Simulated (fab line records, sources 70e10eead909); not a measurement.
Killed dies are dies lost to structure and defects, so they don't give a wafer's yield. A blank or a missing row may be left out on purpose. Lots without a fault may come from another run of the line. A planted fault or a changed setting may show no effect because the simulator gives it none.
Chamber matching | flow nand_harc | NHARC_A_CHANNEL_FILL_D1_ALD_25 on ald_hk-02: 4 sister chambers
The step deposits SiOx, target thk 60 nm, pulse time 10 s, ald cycles 600. 18 wafers are shown with their chamber, then 9 later ones without.

WAFERS WITH THEIR CHAMBER
wafer  | chamber | heater_power_w (W) | susceptor_temp_C (C) | precursor_pulse_height_rel
L075.4 | 2       | 526                | 299.97               | 0.999
L075.1 | 1       | 582                | 299.77               | 1.013
L075.3 | 0       | 387                | 300.19               | 0.979
L081.4 | 2       | 542                | 300.05               | 0.973
L081.3 | 1       | 591                | 299.93               | 0.989
L081.5 | 3       | 516                | 299.98               | 0.966
L082.1 | 2       | 523                | 300.04               | 0.974
L082.3 | 1       | 590                | 300.07               | 0.998
L082.6 | 3       | 520                | 299.67               | 1.003
L085.3 | 1       | 595                | 299.91               | 1.016
L085.5 | 1       | 606                | 299.76               | 1.005
L085.6 | 0       | 388                | 299.59               | 1.029
L089.4 | 0       | 407                | 300.20               | 0.977
L089.5 | 2       | 522                | 300.05               | 1.023
L089.6 | 1       | 603                | 299.83               | 1.008
L090.2 | 0       | 396                | 300.09               | 0.980
L090.4 | 2       | 536                | 299.95               | 0.974
L090.5 | 1       | 607                | 300.03               | 1.044

SIGNATURES (means of the wafers above)
reading                    | chamber 0 | chamber 1 | chamber 2 | chamber 3 | scatter within a chamber
heater_power_w             | 394.50    | 596.29    | 529.80    | 518.00    | 8.87
susceptor_temp_C           | 300.0175  | 299.9000  | 300.0120  | 299.8250  | 0.168
precursor_pulse_height_rel | 0.99125   | 1.01043   | 0.98860   | 0.98450   | 0.0213
Rule: a wafer's distance from a chamber is the root of the sum, over the readings, of the square of ((its reading less the chamber's mean) divided by the reading's scatter). The wafer belongs to the nearest chamber; if the next one is less than 2 further off, it can't be placed. The scatter: the root of (the sum of the squares of (reading less its chamber's mean) over the shown wafers, divided by (wafers less chambers)).

WAFERS WITHOUT THEIR CHAMBER
wafer  | heater_power_w (W) | susceptor_temp_C (C) | precursor_pulse_height_rel
L094.2 | 617                | 299.61               | 1.033
L094.4 | 514                | 299.83               | 1.013
L094.6 | 615                | 299.69               | 1.014
L095.3 | 607                | 299.80               | 1.039
L095.5 | 610                | 299.75               | 1.024
L095.6 | 391                | 299.83               | 0.999
L096.2 | 609                | 299.78               | 1.028
L096.3 | 397                | 300.06               | 1.027
L096.5 | 602                | 299.91               | 0.985

WHICH CHAMBER EACH WENT THROUGH
wafer  | from the rows above     | in truth
L094.2 | 1                       | 1
L094.4 | can't be placed: 3 or 2 | 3
L094.6 | 1                       | 1
L095.3 | 1                       | 1
L095.5 | 1                       | 1
L095.6 | 0                       | 0
L096.2 | 1                       | 1
L096.3 | 0                       | 0
L096.5 | 1                       | 1
Placed correctly: 8 of 9. Can't be placed from these rows: 1 (the true chamber is among the candidates in 1). Placed wrongly: 0.
